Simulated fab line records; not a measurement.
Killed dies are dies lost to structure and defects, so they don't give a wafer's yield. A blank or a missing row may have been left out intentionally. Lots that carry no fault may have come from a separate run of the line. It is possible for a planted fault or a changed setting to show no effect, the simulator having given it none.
Which tool is to blame? :: flow n5 finfet :: 33 wafers from 11 lots sampled at 4 of the route's 1938 steps

## WHAT EACH GAUGE READ, for each wafer
N5_BEOL_M6_CD_MEAS_18: pitch 80 nm, target cd 40 nm. Usual: cd nm at 40.1 nm, with a standard deviation of 0.58.
lot: L102
measured: day 9 01:27
on: cd sem-01
cd nm (nm): 40.7 40.6 40.7
flag: 

lot: L103
measured: day 9 08:46
on: cd sem-03
cd nm (nm): 40.2 39.5 40.1
flag: 

lot: L107
measured: day 10 14:17
on: cd sem-02
cd nm (nm): 40.5 40.3 38.6
flag: 

lot: L110
measured: day 11 01:40
on: cd sem-03
cd nm (nm): 39.9 39.2 40.7
flag: 

lot: L115
measured: day 11 23:29
on: cd sem-01
cd nm (nm): 40.4 41.1 40.3
flag: 

lot: L114
measured: day 12 03:55
on: cd sem-02
cd nm (nm): 40.0 40.2 40.6
flag: 

lot: L118
measured: day 13 07:41
on: cd sem-01
cd nm (nm): 40.2 41.1 40.4
flag: 

lot: L119
measured: day 13 15:52
on: cd sem-01
cd nm (nm): 41.4 41.3 39.9
flag: 

lot: L125
measured: day 14 15:14
on: cd sem-03
cd nm (nm): 41.6 41.0 40.0
flag: 

lot: L124
measured: day 14 17:56
on: cd sem-02
cd nm (nm): 39.5 40.1 39.9
flag: 

lot: L123
measured: day 14 18:14
on: cd sem-02
cd nm (nm): 40.6 40.4 40.9
flag: 

## WHICH TOOL RAN EACH LOT (tool, then ch and the chambers of the sampled wafers, then the start)
lot: L102
N5_BEOL_M5_PRE_CLEAN_77: cvd co-02 ch 0,1,2, day 8 23:04
N5_BEOL_M6_ILD_DEP_00: pecvd-04 ch 0,1,2, day 8 23:23
N5_BEOL_M6_ETCH_62: rie diel-06 ch 0,1,2, day 9 01:05

lot: L103
N5_BEOL_M5_PRE_CLEAN_77: cvd co-01 ch 0,1,2, day 9 06:02
N5_BEOL_M6_ILD_DEP_00: pecvd-01 ch 0,1,2, day 9 06:19
N5_BEOL_M6_ETCH_62: rie diel-02 ch 0,2, day 9 08:10

lot: L107
N5_BEOL_M5_PRE_CLEAN_77: cvd co-02 ch 1,2, day 10 09:51
N5_BEOL_M6_ILD_DEP_00: pecvd-04 ch 0,2, day 10 10:10
N5_BEOL_M6_ETCH_62: rie diel-03 ch 0,2,3, day 10 13:55

lot: L110
N5_BEOL_M5_PRE_CLEAN_77: cvd co-01 ch 0,1,2, day 10 23:23
N5_BEOL_M6_ILD_DEP_00: pecvd-04 ch 0,1,2, day 10 23:40
N5_BEOL_M6_ETCH_62: rie diel-02 ch 1,2,3, day 11 01:17

lot: L115
N5_BEOL_M5_PRE_CLEAN_77: cvd co-02 ch 1,2, day 11 19:07
N5_BEOL_M6_ILD_DEP_00: pecvd-04 ch 0,2, day 11 19:24
N5_BEOL_M6_ETCH_62: rie diel-03 ch 2,3, day 11 23:07

lot: L114
N5_BEOL_M5_PRE_CLEAN_77: cvd co-01 ch 0,1,2, day 12 00:53
N5_BEOL_M6_ILD_DEP_00: pecvd-03 ch 0,1,2, day 12 01:10
N5_BEOL_M6_ETCH_62: rie diel-03 ch 1,2,3, day 12 03:32

lot: L118
N5_BEOL_M5_PRE_CLEAN_77: cvd co-01 ch 1,2, day 13 05:19
N5_BEOL_M6_ILD_DEP_00: pecvd-03 ch 0,1, day 13 05:37
N5_BEOL_M6_ETCH_62: rie diel-06 ch 0,2,3, day 13 07:19

lot: L119
N5_BEOL_M5_PRE_CLEAN_77: cvd co-02 ch 0,1,2, day 13 12:11
N5_BEOL_M6_ILD_DEP_00: pecvd-04 ch 0,1,2, day 13 12:29
N5_BEOL_M6_ETCH_62: rie diel-06 ch 0,1,2, day 13 15:25

lot: L125
N5_BEOL_M5_PRE_CLEAN_77: cvd co-02 ch 0,1,2, day 14 11:55
N5_BEOL_M6_ILD_DEP_00: pecvd-04 ch 1,2, day 14 12:11
N5_BEOL_M6_ETCH_62: rie diel-03 ch 1,2,3, day 14 14:52

lot: L124
N5_BEOL_M5_PRE_CLEAN_77: cvd co-01 ch 1,2, day 14 13:41
N5_BEOL_M6_ILD_DEP_00: pecvd-04 ch 0,2, day 14 13:58
N5_BEOL_M6_ETCH_62: rie diel-02 ch 0,1,3, day 14 17:34

lot: L123
N5_BEOL_M5_PRE_CLEAN_77: cvd co-02 ch 1,2, day 14 14:38
N5_BEOL_M6_ILD_DEP_00: pecvd-01 ch 1,2, day 14 15:01
N5_BEOL_M6_ETCH_62: rie diel-02 ch 0,1,2, day 14 17:52
- N5_BEOL_M5_PRE_CLEAN_77: time 15 s.
- N5_BEOL_M6_ILD_DEP_00: deposits SiCOH lowk from DEMS/porogen, target thk 179.75 nm, time 33.4 s.
- N5_BEOL_M6_ETCH_62: etches SOC in N2/H2, target depth 110 nm, overetch 22 nm, time 165 s.

## WHAT THE TOOLS THEMSELVES READ (means of the sampled wafers that have a number; where no wafer has one, the mark that the record gives instead)
N5_BEOL_M5_PRE_CLEAN_77. Usual: heater power w at 85 W, with a standard deviation of 17.
lot: L102
tool: cvd co-02
heater power w (W): 93
flag: 

lot: L103
tool: cvd co-01
heater power w (W): 76
flag: 

lot: L107
tool: cvd co-02
heater power w (W): 87
flag: 

lot: L110
tool: cvd co-01
heater power w (W): 75
flag: 

lot: L115
tool: cvd co-02
heater power w (W): 88
flag: 

lot: L114
tool: cvd co-01
heater power w (W): 75
flag: 

lot: L118
tool: cvd co-01
heater power w (W): 75
flag: 

lot: L119
tool: cvd co-02
heater power w (W): 93
flag: 

lot: L125
tool: cvd co-02
heater power w (W): 92
flag: 

lot: L124
tool: cvd co-01
heater power w (W): 75
flag: 

lot: L123
tool: cvd co-02
heater power w (W): 92
flag: 

N5_BEOL_M6_ILD_DEP_00. Usual: heater power w 303 W, standard deviation 63; showerhead plenum p Torr 5.739 Torr, standard deviation 0.016; throttle valve pct 13.7 %, standard deviation 0.49.
lot: L102
tool: pecvd-04
heater power w (W): 282
showerhead plenum p Torr (Torr): 5.730
throttle valve pct (%): 13.8
flag: 

lot: L103
tool: pecvd-01
heater power w (W): 365
showerhead plenum p Torr (Torr): 5.754
throttle valve pct (%): 13.6
flag: 

lot: L107
tool: pecvd-04
heater power w (W): 266
showerhead plenum p Torr (Torr): 5.733
throttle valve pct (%): 13.5
flag: 

lot: L110
tool: pecvd-04
heater power w (W): 284
showerhead plenum p Torr (Torr): 5.733
throttle valve pct (%): 13.8
flag: 

lot: L115
tool: pecvd-04
heater power w (W): 284
showerhead plenum p Torr (Torr): 5.724
throttle valve pct (%): 13.8
flag: 

lot: L114
tool: pecvd-03
heater power w (W): 328
showerhead plenum p Torr (Torr): 5.755
throttle valve pct (%): 13.5
flag: 

lot: L118
tool: pecvd-03
heater power w (W): 263
showerhead plenum p Torr (Torr): 5.754
throttle valve pct (%): 13.5
flag: 

lot: L119
tool: pecvd-04
heater power w (W): 271
showerhead plenum p Torr (Torr): 5.735
throttle valve pct (%): 13.8
flag: 

lot: L125
tool: pecvd-04
heater power w (W): 262
showerhead plenum p Torr (Torr): 5.742
throttle valve pct (%): 13.7
flag: 

lot: L124
tool: pecvd-04
heater power w (W): 251
showerhead plenum p Torr (Torr): 5.728
throttle valve pct (%): 13.7
flag: 

lot: L123
tool: pecvd-01
heater power w (W): 353
showerhead plenum p Torr (Torr): 5.731
throttle valve pct (%): 13.3
flag: 

N5_BEOL_M6_ETCH_62. Usual: drypump motor current A 5.5 A, standard deviation 0.44; h2 flow sccm 200.0 sccm, standard deviation 0.53; oes product au 0.67 a.u., standard deviation 0.046; rf vpp V 523.9 V, standard deviation 2; showerhead plenum p Torr 2.54 Torr, standard deviation 0.072; throttle valve pct 17.80 %, standard deviation 0.28.
lot: L102
tool: rie diel-06
drypump motor current A (A): 5.5
h2 flow sccm (sccm): 200.0
oes product au (a.u.): 0.69
rf vpp V (V): 521.9
showerhead plenum p Torr (Torr): 2.45
throttle valve pct (%): 17.77
flag: 

lot: L103
tool: rie diel-02
drypump motor current A (A): 5.2
h2 flow sccm (sccm): 199.6
oes product au (a.u.): 0.70
rf vpp V (V): 523.0
showerhead plenum p Torr (Torr): 2.51
throttle valve pct (%): 18.08
flag: 

lot: L107
tool: rie diel-03
drypump motor current A (A): 5.7
h2 flow sccm (sccm): 200.4
oes product au (a.u.): 0.68
rf vpp V (V): 526.3
showerhead plenum p Torr (Torr): 2.60
throttle valve pct (%): 17.44
flag: 

lot: L110
tool: rie diel-02
drypump motor current A (A): 5.2
h2 flow sccm (sccm): 199.8
oes product au (a.u.): 0.77
rf vpp V (V): 523.9
showerhead plenum p Torr (Torr): 2.54
throttle valve pct (%): 17.96
flag: 

lot: L115
tool: rie diel-03
drypump motor current A (A): 5.9
h2 flow sccm (sccm): 199.8
oes product au (a.u.): 0.65
rf vpp V (V): 523.9
showerhead plenum p Torr (Torr): 2.54
throttle valve pct (%): 17.60
flag: 

lot: L114
tool: rie diel-03
drypump motor current A (A): 5.9
h2 flow sccm (sccm): 199.8
oes product au (a.u.): 0.68
rf vpp V (V): 524.3
showerhead plenum p Torr (Torr): 2.56
throttle valve pct (%): 17.55
flag: 

lot: L118
tool: rie diel-06
drypump motor current A (A): 6.1
h2 flow sccm (sccm): 200.2
oes product au (a.u.): 0.67
rf vpp V (V): 522.4
showerhead plenum p Torr (Torr): 2.49
throttle valve pct (%): 17.90
flag: 

lot: L119
tool: rie diel-06
drypump motor current A (A): 5.5
h2 flow sccm (sccm): 199.9
oes product au (a.u.): 0.66
rf vpp V (V): 521.4
showerhead plenum p Torr (Torr): 2.43
throttle valve pct (%): 17.82
flag: 

lot: L125
tool: rie diel-03
drypump motor current A (A): 5.9
h2 flow sccm (sccm): 199.5
oes product au (a.u.): 0.66
rf vpp V (V): 524.5
showerhead plenum p Torr (Torr): 2.55
throttle valve pct (%): 17.58
flag: 

lot: L124
tool: rie diel-02
drypump motor current A (A): 5.3
h2 flow sccm (sccm): 200.1
oes product au (a.u.): 0.63
rf vpp V (V): 523.9
showerhead plenum p Torr (Torr): 2.54
throttle valve pct (%): 17.98
flag: 

lot: L123
tool: rie diel-02
drypump motor current A (A): 5.2
h2 flow sccm (sccm): 200.0
oes product au (a.u.): 0.65
rf vpp V (V): 522.1
showerhead plenum p Torr (Torr): 2.48
throttle valve pct (%): 18.07
flag: 

## THE ANSWER, worked out from the rows above alone
Rule: lot off if the mean of its wafers having a number is beyond 3 standard deviations from the usual mean. Also off: a lot with no number at a reading for which 4 or more lots have one. The other lots that the step has rows for count as sound. Order of review: gauges by route order, followed by the tools' own readings, for which a lot's mean as printed above is used. At the first step where some lot is off, the reading lying furthest off is the one used; lots without a number count as furthest.
None of the lots is off at any reading shown; this tells nothing.

## WHAT WAS PUT IN BY THE SIMULATOR
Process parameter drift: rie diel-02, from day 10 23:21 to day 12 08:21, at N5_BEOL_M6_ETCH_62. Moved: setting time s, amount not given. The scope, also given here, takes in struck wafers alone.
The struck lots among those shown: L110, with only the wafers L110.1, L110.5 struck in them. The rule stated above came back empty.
